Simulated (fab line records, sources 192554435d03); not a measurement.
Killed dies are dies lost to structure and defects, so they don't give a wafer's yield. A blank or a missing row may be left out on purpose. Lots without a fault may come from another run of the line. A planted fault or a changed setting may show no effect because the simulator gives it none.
A struck lot beside a sound one | flow n5_finfet | 39 steps out of a route of 1938
Sound: wafers L320.1, L320.4, L320.6. Struck: wafers L326.4, L326.5, L326.6. The cause comes at the end.
At each step with rows: each side's tool, then ch and its chambers, then its first start. Under that, the readings that differ: sound wafers | struck wafers | difference of the means | sigmas: that difference in standard deviations of wafers without a fault.
alike: readings whose means differ by less than 2 such deviations, and words and numbers that are the same on both sides. not compared: withheld readings, readings that some wafer has no value for, bounds like >300 that may hide the same value, and numbers for which the record gives no deviation and whose values overlap.
The two part at a step that has a row with sigmas, a row that says differs or no value, or rows on one side only. Numbers that don't overlap but have no deviation are shown without sigmas and don't part them. A reading that every wafer of one side lacks parts them only if that side has two wafers or more.

first, 11 steps without rows for these wafers: N5_FIN_CUT_STRIP_24 (strips in CF4); N5_FIN_CUT_CUT_ETCH_26 (etches SiNx in CH3F/O2, target depth 39 nm, time 55.7 s); N5_FIN_CUT_CUT_ETCH_27 (etches SiO2 in CHF3/O2, target depth 4 nm, overetch 2 nm, time 4.9 s); N5_FIN_CUT_PRECLEAN_35 (cleans in vHF, time 13.3 s); N5_FIN_CUT_CUT_ETCH_15 (etches Si in HBr/Cl2/O2, target depth 100 nm, bt time 10 s, time 42.4 s); N5_FIN_CUT_CUT_ETCH_28 (etches Si in HBr/Cl2/O2, target depth 6 nm, time 2.4 s); N5_FIN_CUT_STRIP_22 (strips in N2/H2); N5_FIN_CUT_PRECLEAN_36 (cleans in O3/DIW, time 60 s); N5_FIN_CUT_SRD_32 (time 30 s); N5_FIN_CUT_UV_OZONE_34 (time 120 s); N5_STI_FIN_REVEAL_ALD_00 (deposits SiO2, target thk 1 nm, pulse time 1 s).
N5_STI_FIN_REVEAL_ALD_14: deposits Si3N4, target thk 3 nm.
  sound on ald_sin-03 ch 1,3, day 3 23:08; struck on ald_sin-03 ch 0,2,3, day 5 12:16
  no value came back on the struck wafers for chamber_pressure_Torr (Torr), heater_power_outer_w (W), heater_power_w (W); on the sound wafers chamber_pressure_Torr (Torr) reads 1.993 2.003 1.991
then, 25 steps without rows for these wafers: N5_STI_FIN_REVEAL_FCVD_FILL_01 (material SiO2 flowable, target thk 312 nm, time 512.2 s); N5_STI_FIN_REVEAL_DENSIFY_02 (time 1800 s); N5_STI_FIN_REVEAL_CMP_04 (polishes, stops on Si3N4, t overpolish 4 s, target thk 131.83 nm); N5_STI_FIN_REVEAL_DENSIFY_30; N5_STI_FIN_REVEAL_ETCHBACK_08 (etches SiO2 in C4F6/O2, target depth 30.5 nm, time 10.167 s); N5_STI_FIN_REVEAL_STRIP_24 (strips in N2/H2, time 90 s); N5_STI_FIN_REVEAL_PRECLEAN_25 (cleans in SPM, time 90 s); N5_STI_FIN_REVEAL_PRECLEAN_26 (cleans in SC1, time 45 s); N5_STI_FIN_REVEAL_PRECLEAN_29 (cleans in DHF, time 30 s); N5_STI_FIN_REVEAL_SRD_12 (time 30 s); N5_STI_FIN_REVEAL_RECESS_09 (chemistry HF/NH3, target SiO2, afs cycles 11, target depth 42.5 nm, sublimation time 60 s); N5_STI_FIN_REVEAL_STRIP_16 (strips SiNx in H3PO4, target depth 23.8 nm); N5_STI_FIN_REVEAL_PRECLEAN_17 (cleans in NF3:NH3, afs cycles 1, time 20 s, sublimation time 60 s); N5_STI_FIN_REVEAL_ETCH_34 (etches Si in H2, material Si, target depth 0.97 nm); N5_STI_FIN_REVEAL_OXIDATION_31 (chemistry O2 PLASMA REMOTE, time 20 s); N5_STI_FIN_REVEAL_PRECLEAN_32 (cleans in NF3:NH3, afs cycles 1, time 20 s, sublimation time 60 s); N5_STI_FIN_REVEAL_STRIP_35 (strips Si3N4 in H3PO4, target depth 4 nm, time 39 s); N5_STI_FIN_REVEAL_SRD_21 (time 30 s); N5_STI_FIN_REVEAL_OXIDATION_33 (chemistry O2 PLASMA REMOTE, time 20 s); N5_STI_FIN_REVEAL_CLEAN_19 (cleans in O3/DIW, time 120 s); N5_STI_FIN_REVEAL_SRD_23 (time 30 s); N5_STI_FIN_REVEAL_PRECLEAN_18 (cleans in SC2, time 45 s); N5_STI_FIN_REVEAL_SRD_28 (time 30 s); N5_DUMMY_GATE_PRECLEAN_00 (cleans in O3/DIW, time 60 s); N5_DUMMY_GATE_SRD_01 (time 30 s).
-- the record jumps here: 9 days lie between the struck wafers' starts before and after (it left off in module DUMMY_GATE and takes up again in module BEOL_M4, whose first step shown is number 1111 of the route) --
N5_BEOL_M4_RC_MEAS_101:
  sound on prober-02 ch 0, day 9 15:07; struck on prober-02 ch 0, day 14 08:31
  reading   | sound          | struck         | difference | sigmas
  VT_P (mV) | -246 -245 -245 | -249 -254 -253 | -7         | -2
  alike: DIBL_N, DIBL_P, IOFF_N, IOFF_P, ION_N, ION_P, SS_N, SS_P, VT_N
-- the record jumps here: 5 days lie between the struck wafers' starts before and after (it left off in module BEOL_M4 and takes up again in module PASSIVATION, whose first step shown is number 1936 of the route) --
N5_PASSIVATION_PROBE_49:
  sound on prober-02, day 13 02:29; struck on prober-01, day 19 10:25
  reading                  | sound          | struck         | difference | sigmas
  defect_limited_yield (%) | 94.6 92.2 91.7 | 51.6 48.1 51.4 | -42.5      | -28
  killed_at_front_end      | 29 40 45       | 500 542 521    | +483       | +37
  killed_dies              | 64 92 98       | 571 613 574    | +501       | +28
  killed_on_rim            | 14 13 12       | 31 139 144     | +92        | +22
  sort_bin_5_function (%)  | 2.7 4.3 4.6    | 44.7 48.2 45.8 | +42.4      | +44
  sort_n_pass              | 1116 1088 1082 | 609 567 606    | -501       | -28
  sort_yield_pct (%)       | 94.6 92.2 91.7 | 51.6 48.1 51.4 | -42.5      | -28
  alike: killed_at_M0_to_M3, killed_at_M4_up, killed_at_contacts, killed_at_other, killed_open, killed_short, sort_bin_6_memory, sort_bin_8_speed

WHERE THEY PART
First at N5_STI_FIN_REVEAL_ALD_14; last, within this record, at N5_PASSIVATION_PROBE_49.

WHY: what the simulator had put in
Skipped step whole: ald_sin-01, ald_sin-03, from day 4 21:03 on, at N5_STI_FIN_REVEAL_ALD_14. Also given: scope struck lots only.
